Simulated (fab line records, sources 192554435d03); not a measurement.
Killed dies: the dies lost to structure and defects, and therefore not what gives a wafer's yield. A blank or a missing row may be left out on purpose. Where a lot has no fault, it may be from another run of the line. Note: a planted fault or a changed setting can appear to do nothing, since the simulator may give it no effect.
fab line records	flow n5-finfet
record: lots: 7	wafers: 19	last-day: 19
route steps=1938 shown MOL_CONTACT_COAG@594 BEOL_M4@1111 PASSIVATION@1936
lots that met no fault: taken from a fault-free run of the same line
start-h: start of the lot's first displayed wafer, in hours after the record's first day	wait-h: how many hours have passed since the lot's step before this one	" identical to the entry in the row above	L1.1+2: one row covering several wafers at once	- no value, or no start given	* or withheld: withheld	< > ~ a bound
route shown NAME@n: a module of which the file shows steps, and the number in the route of the first	usual: average and standard deviation across the fault-free wafers	same: alike in all rows	chamber/n: place in a boat	sites: each site's reading	_std_site: their standard deviation	_edge_site: mean of outer sites minus mean of inner sites	radius-mm: for every site, how far away it sits from the centre of the wafer	mask NAME#n: copy n	behind: the tool/chamber that last shaped the wafer	hold: cause of the lot's hold/its duration in hours/its outcome	device: names the non-switching transistor (n, p or np)	end of line: the route-end tests of the same wafers	a step without rows: its recipe alone	killed: count of dies lost to structure and defects at first sort (not the wafer's yield)	map: dies across one wafer; x = killed, . = not, _ = none there
set.NAME: the run value of the setting; set.NAME@STEP: its run value at that earlier step	model.NAME: the simulator's own value behind a step, which no gauge read
lots seen at some steps along the route; tables by step, rows by wafer
services: a tool's chamber out of use, with start hour (start-h, from the record's first day; less than 0 if before it), hours out, and reason
== steps ==
step: N5_MOL_CONTACT_COAG_COAT_63
recipe: resist: SiARC	temp-c: 220	time-s: 60	spin-rpm: 1500	resist-thk-nm: 10
step: N5_MOL_CONTACT_COAG_COAT_64
recipe: resist: underlayer	temp-c: 205	time-s: 60	spin-rpm: 1500	resist-thk-nm: 10
step: N5_MOL_CONTACT_COAG_COAT_34
recipe: resist: CAR-EUV	spin-rpm: 1500	resist-thk-nm: 40
step: N5_MOL_CONTACT_COAG_EBR_36
recipe: solvent: PGMEA	ebr-width-mm: 1.5
step: N5_MOL_CONTACT_COAG_SOFTBAKE_35
recipe: temp-c: 110	time-s: 60	resist: CAR-EUV
step: N5_MOL_CONTACT_COAG_EXPOSE_37
recipe: mask-id: VD	na: 0.33	source-shape: annular	sigma-inner: 0.3	sigma-outer: 0.7	polarization: unpolarized	defocus-nm: 0	dose-mj: 62
step: N5_MOL_CONTACT_COAG_PEB_38
recipe: peb-temp-c: 100	peb-time-s: 60	resist: CAR-EUV
step: N5_MOL_CONTACT_COAG_DEVELOP_39
recipe: develop-time-s: 30	developer: TMAH	resist: CAR-EUV	rinse-liquid: surfactant-rinse	dry: air-spin	dev-temp-c: 23
step: N5_MOL_CONTACT_COAG_CD_MEAS_40
recipe: target-cd-nm: 25.1	landing-energy-ev: 500	detector: se-inlens	polarity: opening
usual: cd-nm: 25.05/0.22
lot.wafer	tool	chamber	start-h	wait-h	cd-nm
L263.2	cd-sem-02	0	118.93	-	25.16
L263.3	"	0	"	"	25.33
L263.6	"	0	"	"	25.07
L268.1	cd-sem-03	0	156.38	-	24.95
L268.2	"	0	"	"	24.70
L268.5	"	0	"	"	25.11
L274.2	cd-sem-01	0	190.49	-	25.13
L274.5	"	0	"	"	25.32
L276.1	cd-sem-01	0	200.83	-	24.90
L276.2	"	0	"	"	24.90
L276.6	"	0	"	"	25.10
L277.2	cd-sem-03	0	201.63	-	25.29
L277.5	"	0	"	"	25.02
L280.3	cd-sem-02	0	223.12	-	24.83
L280.4	"	0	"	"	25.39
L280.6	"	0	"	"	24.98
L282.1	cd-sem-02	0	239.62	-	25.09
L282.3	"	0	"	"	24.73
L282.6	"	0	"	"	24.73
step: N5_MOL_CONTACT_COAG_OVL_MEAS_41
recipe: points-per-wafer: 522
usual: VD_OVL: -0.1/0.73
lot.wafer	tool	chamber	start-h	wait-h	VD_OVL[nm]
L263.2	overlay-02	0	118.96	0.0	-0.2
L263.3	"	0	"	"	-0.6
L263.6	"	0	"	"	-0.1
L268.1	overlay-02	0	156.42	0.0	-0.2
L268.2	"	0	"	"	-0.9
L268.5	"	0	"	"	-1.2
L274.2	overlay-02	0	190.52	0.0	-0.5
L274.5	"	0	"	"	-0.9
L276.1	overlay-02	0	200.86	0.0	0.7
L276.2	"	0	"	"	0.3
L276.6	"	0	"	"	-0.6
L277.2	overlay-01	0	201.67	0.0	-0.2
L277.5	"	0	"	"	-0.5
L280.3	overlay-01	0	223.16	0.0	-0.7
L280.4	"	0	"	"	-0.2
L280.6	"	0	"	"	-0.1
L282.1	overlay-02	0	239.65	0.0	0.3
L282.3	"	0	"	"	-0.4
L282.6	"	0	"	"	0.8
step: N5_MOL_CONTACT_COAG_INSPECT_42
recipe: mode: adi	inspect-instrument: brightfield
usual: raw-defect-count: 191/55
lot.wafer	tool	chamber	start-h	wait-h	raw-defect-count
L263.2	defect-inspect-02	-	119.02	0.0	243
L263.3	"	-	"	"	176
L263.6	"	-	"	"	205
L268.1	defect-inspect-01	-	156.47	0.1	198
L268.2	"	-	"	"	217
L268.5	"	-	"	"	241
L274.2	defect-inspect-02	-	190.58	0.0	171
L274.5	"	-	"	"	173
L276.1	defect-inspect-01	-	200.91	0.1	165
L276.2	"	-	"	"	113
L276.6	"	-	"	"	171
L277.2	defect-inspect-01	-	201.72	0.0	114
L277.5	"	-	"	"	120
L280.3	defect-inspect-02	-	223.21	0.0	153
L280.4	"	-	"	"	150
L280.6	"	-	"	"	204
L282.1	defect-inspect-01	-	239.70	0.1	207
L282.3	"	-	"	"	204
L282.6	"	-	"	"	120
step: N5_MOL_CONTACT_COAG_DESCUM_45
recipe: chemistry: O2	time-s: 7	source-power-w: 50	bias-power-w: 20	pressure-mtorr: 20	rf-frequency-hz: 2.712e+07	temp-c: 40	resist: CAR-EUV	o2-flow-sccm: 225
usual: drypump-motor-current-A: 5.8/0.5	o2-flow-sccm: 224.9/0.68	oes-product-au: 0.77/0.093	rf-vpp-V: 242.7/1.4	showerhead-plenum-p-Torr: 2.07/0.069	throttle-valve-pct: 20.45/0.3
lot.wafer	tool	chamber	start-h	wait-h	drypump-motor-current-A	o2-flow-sccm	oes-product-au	rf-hours-counter-h	rf-vpp-V	showerhead-plenum-p-Torr	throttle-valve-pct
L263.2	rie-diel-04	1	119.05	0.0	6.4	225.2	0.68	234	242.5	2.15	20.45
L263.3	"	0	"	"	6.0	225.4	0.77	108	243.6	2.12	20.86
L263.6	"	1	"	"	6.4	224.2	0.68	-	244.4	2.15	20.46
L268.1	rie-diel-03	1	156.51	0.0	5.2	226.4	0.69	242	244.5	2.15	20.45
L268.2	"	3	"	"	6.5	225.8	0.72	197	242.5	2.17	20.49
L268.5	"	0	"	"	5.6	225.3	0.70	-	241.9	2.00	20.48
L274.2	rie-diel-04	2	190.90	0.3	5.6	224.5	0.72	188	241.3	2.01	20.79
L274.5	"	0	"	"	6.0	224.4	0.75	-	243.2	2.11	20.91
L276.1	rie-diel-04	3	200.98	0.1	5.2	225.3	0.68	245	241.0	1.98	20.34
L276.2	"	1	"	"	6.4	225.2	0.94	8	244.2	2.14	20.06
L276.6	"	1	"	"	6.4	225.3	0.95	-	244.2	2.14	20.09
L277.2	rie-diel-04	2	201.75	0.0	5.6	225.1	0.72	192	241.0	2.01	20.81
L277.5	"	3	"	"	5.2	224.1	0.69	-	240.8	1.98	20.34
L280.3	rie-diel-01	0	223.40	0.2	6.4	223.7	0.70	207	243.5	2.15	20.67
L280.4	"	3	"	"	5.9	224.7	0.91	49	242.2	2.05	20.03
L280.6	"	3	"	"	6.0	224.3	0.91	-	242.3	2.05	20.05
L282.1	rie-diel-01	2	239.87	0.2	6.6	225.7	0.75	171	242.5	2.02	20.97
L282.3	"	3	"	"	6.0	223.4	0.90	55	242.7	2.05	20.07
L282.6	"	3	"	"	5.9	224.7	0.91	-	242.9	2.05	20.06
step: N5_MOL_CONTACT_COAG_ETCH_65
recipe: chemistry: N2/H2	target: underlayer	target-depth-a: 130	mask-material: CAR-EUV	time-s: 10.4	ion-energy-ev: 200	pressure-mtorr: 30	source-w: 840	bias-w: 150	n2-flow-sccm: 200	h2-flow-sccm: 200	ends: cleared
usual: drypump-motor-current-A: 5.8/0.5	etch-rf-on-time-s: 10.55/0.19	h2-flow-sccm: 199.9/0.66	oes-product-au: 0.66/0.077	rf-vpp-V: 523.0/2.4	showerhead-plenum-p-Torr: 2.51/0.09	throttle-valve-pct: 17.85/0.3
lot.wafer	tool	chamber	start-h	wait-h	drypump-motor-current-A	etch-rf-on-time-s	h2-flow-sccm	oes-product-au	rf-hours-counter-h	rf-vpp-V	showerhead-plenum-p-Torr	throttle-valve-pct
L263.2	rie-diel-04	1	119.08	0.0	6.4	11.04	199.2	0.57	234	526.2	2.62	17.98
L263.3	"	0	"	"	6.0	10.40	199.8	0.67	108	525.1	2.56	18.22
L263.6	"	1	"	"	6.4	11.00	198.9	0.57	-	527.0	2.62	17.97
L268.1	rie-diel-03	1	156.54	0.0	5.2	10.64	200.0	0.59	242	525.5	2.62	17.92
L268.2	"	3	"	"	6.5	10.70	199.4	0.61	197	525.1	2.64	18.01
L268.5	"	0	"	"	5.6	10.84	200.0	0.59	-	520.4	2.43	17.98
L274.2	rie-diel-04	2	190.93	0.0	5.6	10.26	200.3	0.62	188	520.2	2.42	18.10
L274.5	"	0	"	"	6.0	7.54	199.6	0.79	-	525.5	2.55	18.31
L276.1	rie-diel-04	3	201.01	0.0	5.2	7.63	198.0	0.72	245	520.7	2.39	17.74
L276.2	"	1	"	"	6.4	10.44	200.5	0.80	8	524.9	2.61	17.55
L276.6	"	1	"	"	6.4	10.50	199.6	0.79	-	523.4	2.61	17.57
L277.2	rie-diel-04	2	201.79	0.0	5.6	10.42	200.1	0.62	192	520.2	2.42	18.10
L277.5	"	3	"	"	5.2	7.55	200.8	0.71	-	518.5	2.39	17.73
L280.3	rie-diel-01	0	223.43	0.0	6.4	10.58	200.4	0.60	207	525.2	2.61	18.07
L280.4	"	3	"	"	5.9	10.10	199.8	0.77	49	523.6	2.46	17.24
L280.6	"	3	"	"	5.9	9.98	200.2	0.77	-	523.2	2.46	17.25
L282.1	rie-diel-01	2	239.90	0.0	6.6	10.52	200.5	0.63	171	521.4	2.43	18.36
L282.3	"	3	"	"	5.9	10.21	199.9	0.76	55	521.8	2.46	17.25
L282.6	"	3	"	"	5.9	10.20	200.6	0.76	-	524.0	2.46	17.25
step: N5_MOL_CONTACT_COAG_ETCH_66
recipe: chemistry: CF4	target: SiARC	target-depth-a: 130	mask-material: CAR-EUV	time-s: 21.7	ion-energy-ev: 80	pressure-mtorr: 40	source-w: 545	bias-w: 36	Ar_flow_sccm: 100	cf4-flow-sccm: 100	ends: cleared
usual: drypump-motor-current-A: 5.8/0.5	etch-rf-on-time-s: 22.1/0.36	oes-product-au: 0.65/0.077	rf-vpp-V: 183.7/1.3	showerhead-plenum-p-Torr: 2.12/0.069	throttle-valve-pct: 15.59/0.28
lot.wafer	tool	chamber	start-h	wait-h	drypump-motor-current-A	etch-rf-on-time-s	oes-product-au	rf-hours-counter-h	rf-vpp-V	showerhead-plenum-p-Torr	throttle-valve-pct
L263.2	rie-diel-04	1	119.10	0.0	6.4	23.5	0.57	234	182.9	2.19	15.63
L263.3	"	0	"	"	6.0	22.0	0.67	108	183.5	2.16	15.93
L263.6	"	1	"	"	6.4	23.3	0.57	-	185.0	2.19	15.62
L268.1	rie-diel-03	1	156.56	0.0	5.2	21.8	0.59	242	185.3	2.19	15.64
L268.2	"	3	"	"	6.5	22.1	0.62	197	182.5	2.21	15.61
L268.5	"	0	"	"	5.6	22.2	0.59	-	182.8	2.04	15.62
L274.2	rie-diel-04	2	190.95	0.0	5.6	22.0	0.61	188	182.0	2.05	15.91
L274.5	"	0	"	"	6.0	22.0	0.64	-	184.3	2.15	15.98
L276.1	rie-diel-04	3	201.03	0.0	5.2	22.5	0.58	245	183.1	2.02	15.56
L276.2	"	1	"	"	6.4	22.2	0.79	8	185.6	2.18	15.18
L276.6	"	1	"	"	6.4	22.2	0.79	-	184.2	2.18	15.16
L277.2	rie-diel-04	2	201.81	0.0	5.6	22.1	0.61	192	183.1	2.05	15.90
L277.5	"	3	"	"	5.2	22.4	0.58	-	181.3	2.02	15.56
L280.3	rie-diel-01	0	223.45	0.0	6.4	22.2	0.61	207	184.5	2.22	15.95
L280.4	"	3	"	"	5.9	21.3	0.77	49	182.9	2.09	15.18
L280.6	"	3	"	"	5.9	21.2	0.77	-	183.6	2.09	15.17
L282.1	rie-diel-01	2	239.92	0.0	6.5	21.8	0.63	171	182.8	2.06	16.03
L282.3	"	3	"	"	6.0	21.0	0.77	55	185.2	2.09	15.20
L282.6	"	3	"	"	5.9	21.2	0.77	-	183.3	2.09	15.19
step: N5_BEOL_M4_RC_MEAS_101
usual: DIBL_N: 35.8/1.7	DIBL_P: 35.3/2	IOFF_N: 0.150/0.026	IOFF_P: 0.194/0.029	ION_N: 667/11	ION_P: 456/7.1	SS_N: 71.4/0.65	SS_P: 73.1/0.64	VT_N: 251/3	VT_P: -252/3.2
lot.wafer	tool	chamber	start-h	wait-h	DIBL_N[mV/V]	DIBL_P[mV/V]	IOFF_N[nA/um]	IOFF_P[nA/um]	ION_N[uA/um]	ION_P[uA/um]	SS_N[mV/dec]	SS_P[mV/dec]	VT_N[mV]	VT_P[mV]
L263.2	prober-02	0	239.28	0.2	33.8	36.5	0.127	0.164	667	454	71.2	73.3	253	-257
L263.3	"	0	"	"	35.6	37.6	0.156	0.179	669	458	71.8	73.0	251	-255
L263.6	"	0	"	"	33.1	35.3	0.128	0.163	663	457	71.4	72.1	252	-255
L268.1	prober-01	0	272.94	0.0	34.8	33.6	0.120	0.192	652	457	70.5	73.7	255	-247
L268.2	"	0	"	"	35.2	34.7	0.132	0.202	664	460	71.2	73.4	255	-250
L268.5	"	0	"	"	33.9	32.6	0.111	0.176	662	458	71.1	73.0	255	-250
L276.1	prober-01	0	313.28	0.0	35.2	33.2	0.137	0.175	641	444	71.9	72.7	252	-252
L276.2	"	0	"	"	34.7	33.3	0.125	0.173	661	454	71.2	72.7	252	-252
L276.6	"	0	"	"	37.3	36.8	0.166	0.228	649	450	71.8	73.7	248	-249
L274.2	prober-01	0	317.83	0.2	37.3	35.9	0.184	0.223	687	468	71.8	73.1	247	-251
L274.5	"	0	"	"	39.5	36.2	0.226	0.231	674	453	72.9	73.8	246	-248
L277.2	prober-01	0	328.08	0.4	34.6	32.8	0.125	0.152	664	457	70.5	71.7	250	-254
L277.5	"	0	"	"	35.1	33.1	0.126	0.163	663	454	71.0	72.5	253	-252
L280.3	prober-01	0	339.03	0.3	36.4	35.4	0.173	0.183	660	446	72.2	73.2	248	-255
L280.4	"	0	"	"	35.1	34.1	0.147	0.167	669	450	71.7	72.8	251	-254
L280.6	"	0	"	"	33.0	31.0	0.116	0.135	646	443	71.0	71.7	253	-257
L282.1	prober-02	0	347.58	0.0	36.7	35.5	0.155	0.222	672	466	71.4	73.3	251	-249
L282.3	"	0	"	"	37.9	36.6	0.179	0.236	676	468	71.4	74.4	248	-250
L282.6	"	0	"	"	38.9	37.1	0.201	0.247	681	461	71.9	73.6	247	-248
step: N5_PASSIVATION_PROBE_49
usual: defect-limited-yield: 91.5/1.4	killed_at_M0_to_M3: 34/11	killed_at_M4_up: 15/6	killed-at-contacts: 11/5.9	killed-at-front-end: 37/11	killed-at-other: 3.6/2.9	killed-dies: 101/17	killed-open: 66/12	killed-short: 33/7.8	sort_bin_5_function: 5.0/0.97	sort_bin_6_memory: 3.2/0.65	sort_bin_8_speed: 0.02/0.2	sort-n-pass: 1079/17	sort-yield-pct: 91.4/1.4
same: gross-dies: 1180	killed-at-back-side: 0	sort_bin_4_leakage[%]: 0
lot.wafer	tool	chamber	start-h	wait-h	defect-limited-yield[%]	killed_at_M0_to_M3	killed_at_M4_up	killed-at-contacts	killed-at-front-end	killed-at-other	killed-dies	killed-open	killed-short	sort_bin_5_function[%]	sort_bin_6_memory[%]	sort_bin_8_speed[%]	sort-n-pass	sort-yield-pct[%]
L263.2	prober-01	-	337.92	0.1	91.4	32	7	14	47	1	101	76	24	4.7	3.6	0	1079	91.4
L263.3	prober-01	-	337.97	0.1	92.2	24	16	7	43	2	92	62	27	4.7	2.8	0	1088	92.2
L263.6	prober-01	-	338.12	0.3	91.5	26	7	7	58	2	100	60	38	4.3	3.6	0	1080	91.5
L268.1	prober-02	-	381.59	0.0	90.8	40	18	7	42	1	108	67	40	5.1	3.9	0	1072	90.8
L268.2	prober-02	-	381.64	0.1	89.3	37	21	6	56	6	126	77	42	6.4	3.9	0	1054	89.3
L268.5	prober-02	-	381.79	0.2	92.7	36	15	5	26	4	86	48	37	4.4	2.7	0	1094	92.7
L276.1	prober-01	-	418.44	0.0	91.5	38	17	10	31	4	100	74	25	5.1	3.0	0.17	1078	91.4
L276.2	prober-01	-	418.49	0.1	89.1	33	15	27	44	10	129	83	44	6.9	3.6	0	1051	89.1
L276.6	prober-01	-	418.69	0.3	90.7	31	23	12	33	11	110	74	33	6.2	3.1	0	1070	90.7
L277.5	prober-01	-	440.57	0.2	91.3	34	13	28	28	0	103	74	29	4.9	3.7	0	1077	91.3
L280.3	prober-01	-	454.98	0.1	92.0	40	15	8	29	2	94	59	32	4.7	3.0	0.08	1085	91.9
L280.4	prober-01	-	455.03	0.2	91.0	45	20	9	32	0	106	71	29	5.1	3.5	0	1074	91.0
L280.6	prober-01	-	455.13	0.3	93.6	30	12	7	26	1	76	55	20	4.1	2.4	0.17	1102	93.4
L282.1	prober-02	-	461.95	0.0	92.4	20	8	11	48	3	90	59	31	3.7	3.5	0	1090	92.4
L282.3	prober-02	-	462.05	0.1	89.8	38	8	15	52	7	120	76	41	5.7	4.2	0	1060	89.8
L282.6	prober-02	-	462.20	0.3	92.8	22	12	16	33	2	85	54	28	4.1	2.9	0	1095	92.8
killed by level:class
L263.2 STI_FIN_REVEAL:geometric-particle:open=12 MOL_CONTACT_COAG:geometric-particle:open=12 BEOL_M0_SAQP:geometric-particle:open=7 BEOL_M0_SAQP:geometric-particle:short=7 BEOL_M1:geometric-particle:open=7 DUMMY_GATE:geometric-particle:open=5 ILD0:geometric-particle:open=5 GATE_CUT:geometric-particle:open=5
L263.3 BEOL_M2:geometric-particle:open=10 FIN_SAQP:geometric-particle:short=9 DUMMY_GATE:geometric-particle:open=9 STI_FIN_REVEAL:geometric-particle:open=8 FIN_SAQP:geometric-particle:open=6 BEOL_M0_SAQP:geometric-particle:short=6 BEOL_M4:geometric-particle:open=5 BEOL_M6:geometric-particle:open=5
L263.6 STI_FIN_REVEAL:geometric-particle:open=13 FIN_SAQP:geometric-particle:short=7 DUMMY_GATE:geometric-particle:open=6 GATE_CUT:geometric-particle:short=6 MOL_CONTACT_COAG:geometric-particle:open=6 BEOL_M0_SAQP:geometric-particle:short=5 GATE_CUT:geometric-particle:open=5 BEOL_M0_SAQP:geometric-particle:open=5
L268.1 STI_FIN_REVEAL:geometric-particle:open=11 BEOL_M3:geometric-particle:open=10 BEOL_M0_SAQP:geometric-particle:open=9 BEOL_M4:geometric-particle:open=9 BEOL_M1:geometric-particle:open=8 FIN_SAQP:geometric-particle:short=5 GATE_CUT:geometric-particle:short=5 MOL_CONTACT_COAG:geometric-particle:open=5
L268.2 FIN_SAQP:geometric-particle:short=13 STI_FIN_REVEAL:geometric-particle:open=11 BEOL_M3:geometric-particle:open=11 BEOL_M4:geometric-particle:open=11 STARTING-WAFER:geometric-particle:open=8 FIN_SAQP:geometric-particle:open=7 DUMMY_GATE:geometric-particle:open=6 BEOL_M0_SAQP:geometric-particle:short=6
L268.5 BEOL_M1:geometric-particle:open=9 BEOL_M3:geometric-particle:open=8 GATE_CUT:geometric-particle:short=7 BEOL_M0_SAQP:geometric-particle:short=6 BEOL_M4:geometric-particle:open=6 DUMMY_GATE:geometric-particle:open=5 BEOL_M0_SAQP:geometric-particle:open=5 DUMMY_GATE:geometric-particle:short=4
L276.1 STI_FIN_REVEAL:geometric-particle:open=17 BEOL_M1:geometric-particle:open=11 MOL_CONTACT_COAG:geometric-particle:open=10 BEOL_M4:geometric-particle:open=9 BEOL_M0_SAQP:geometric-particle:open=6 BEOL_M0_SAQP:geometric-particle:short=6 BEOL_M3:geometric-particle:open=6 BEOL_M0:geometric-particle:short=4
L276.2 MOL_CONTACT_COAG:geometric-particle:open=21 STI_FIN_REVEAL:geometric-particle:open=16 FIN_SAQP:geometric-particle:short=10 BEOL_M1:geometric-particle:open=8 BEOL_M2:geometric-particle:open=7 MOL_CONTACT_COAG:geometric-particle:short=6 BEOL_M4:geometric-particle:open=6 BEOL_M0_SAQP:geometric-particle:open=5
L276.6 STI_FIN_REVEAL:geometric-particle:open=16 MOL_CONTACT_COAG:geometric-particle:open=12 BEOL_M0_SAQP:geometric-particle:open=8 BEOL_M4:geometric-particle:open=6 GATE_CUT:geometric-particle:short=5 BEOL_M0:geometric-particle:open=5 STI_FIN_REVEAL:geometric-particle:short=4 BEOL_M0_SAQP:geometric-particle:short=3
L277.5 MOL_CONTACT_COAG:geometric-particle:open=23 STI_FIN_REVEAL:geometric-particle:open=13 BEOL_M0_SAQP:geometric-particle:short=8 BEOL_M0_SAQP:geometric-particle:open=7 BEOL_M1:geometric-particle:open=6 MOL_CONTACT_COAG:geometric-particle:short=5 BEOL_M2:geometric-particle:open=5 BEOL_M4:geometric-particle:open=5
L280.3 BEOL_M0_SAQP:geometric-particle:short=12 BEOL_M0_SAQP:geometric-particle:open=10 BEOL_M4:geometric-particle:open=10 BEOL_M3:geometric-particle:open=9 STI_FIN_REVEAL:geometric-particle:open=6 MOL_CONTACT_COAG:geometric-particle:open=6 GATE_CUT:geometric-particle:short=5 STI_FIN_REVEAL:geometric-particle:short=3
L280.4 BEOL_M3:geometric-particle:open=16 STI_FIN_REVEAL:geometric-particle:open=11 BEOL_M0_SAQP:geometric-particle:short=11 BEOL_M0_SAQP:geometric-particle:open=10 MOL_CONTACT_COAG:geometric-particle:open=8 BEOL_M4:geometric-particle:open=7 STI_FIN_REVEAL:geometric-particle:short=4 GATE_CUT:geometric-particle:open=4
L280.6 STI_FIN_REVEAL:geometric-particle:open=11 MOL_CONTACT_COAG:geometric-particle:open=7 BEOL_M3:geometric-particle:open=6 BEOL_M0_SAQP:geometric-particle:short=5 BEOL_M2:geometric-particle:open=5 BEOL_M0_SAQP:geometric-particle:open=4 BEOL_M1:geometric-particle:open=4 STARTING-WAFER:geometric-particle:short=4
L282.1 STI_FIN_REVEAL:geometric-particle:open=11 FIN_SAQP:geometric-particle:open=9 FIN_SAQP:geometric-particle:short=8 MOL_CONTACT_COAG:geometric-particle:open=8 BEOL_M0_SAQP:geometric-particle:open=8 GATE_CUT:geometric-particle:open=5 STI_FIN_REVEAL:geometric-particle:short=4 GATE_CUT:geometric-particle:short=3
L282.3 FIN_SAQP:geometric-particle:open=16 MOL_CONTACT_COAG:geometric-particle:open=13 BEOL_M3:geometric-particle:open=12 FIN_SAQP:geometric-particle:short=10 STI_FIN_REVEAL:geometric-particle:open=10 GATE_CUT:geometric-particle:short=6 BEOL_M3:geometric-particle:short=6 BEOL_M0_SAQP:geometric-particle:short=5
L282.6 MOL_CONTACT_COAG:geometric-particle:open=12 FIN_SAQP:geometric-particle:short=8 FIN_SAQP:geometric-particle:open=5 BEOL_M3:geometric-particle:open=5 BEOL_M4:geometric-particle:open=5 DUMMY_GATE:geometric-particle:open=4 STI_FIN_REVEAL:geometric-particle:open=3 BEOL_M0_SAQP:geometric-particle:open=3
== services ==
tool	chamber	start-h	hours	kind
rie-diel-01	0	100.51	13.7	repair
rie-diel-04	2	110.41	45.9	repair
rie-diel-04	-	115.75	0.4	repair
rie-diel-04	1	156.64	-	clean
rie-diel-04	1	156.64	-	consumable-replace:focus-ring
rie-diel-04	1	156.64	21.8	scheduled-down
rie-diel-04	1	156.64	21.8	vent-cycle
rie-diel-04	0	159.67	9.2	repair
rie-diel-04	3	166.89	6.3	repair
rie-diel-03	1	182.04	-	clean
rie-diel-03	1	182.04	-	consumable-replace:focus-ring
rie-diel-03	1	182.04	21.0	scheduled-down
rie-diel-03	1	182.04	21.0	vent-cycle
rie-diel-01	2	196.01	16.2	repair
rie-diel-04	3	217.41	-	clean
rie-diel-04	3	217.41	-	consumable-replace:focus-ring
rie-diel-04	3	217.41	-	consumable-replace:showerhead
rie-diel-04	3	217.41	30.8	scheduled-down
rie-diel-04	3	217.41	30.8	vent-cycle
rie-diel-01	0	236.26	2.0	repair
rie-diel-03	0	237.96	-	clean
rie-diel-03	0	237.96	-	consumable-replace:focus-ring
rie-diel-03	0	237.96	-	consumable-replace:showerhead
rie-diel-03	0	237.96	22.2	scheduled-down
== key ==
first-sign: step: N5_MOL_CONTACT_COAG_ETCH_65	reading: etch-rf-on-time-s	direction: down	sigmas: 16	usual: *	struck: *
effect none on later readings
met-at N5_MOL_CONTACT_COAG_ETCH_65
struck-wafers L274.5,L276.1,L277.5
onset-between 119.08 190.93
fault: kind: process-parameter-drift	tool: rie-diel-04	chamber: -	onset-h: 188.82	steps: N5_MOL_CONTACT_COAG_ETCH_65	channel: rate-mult	offset: 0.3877	shape: step	end-h: 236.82	scope: struck-wafers-only
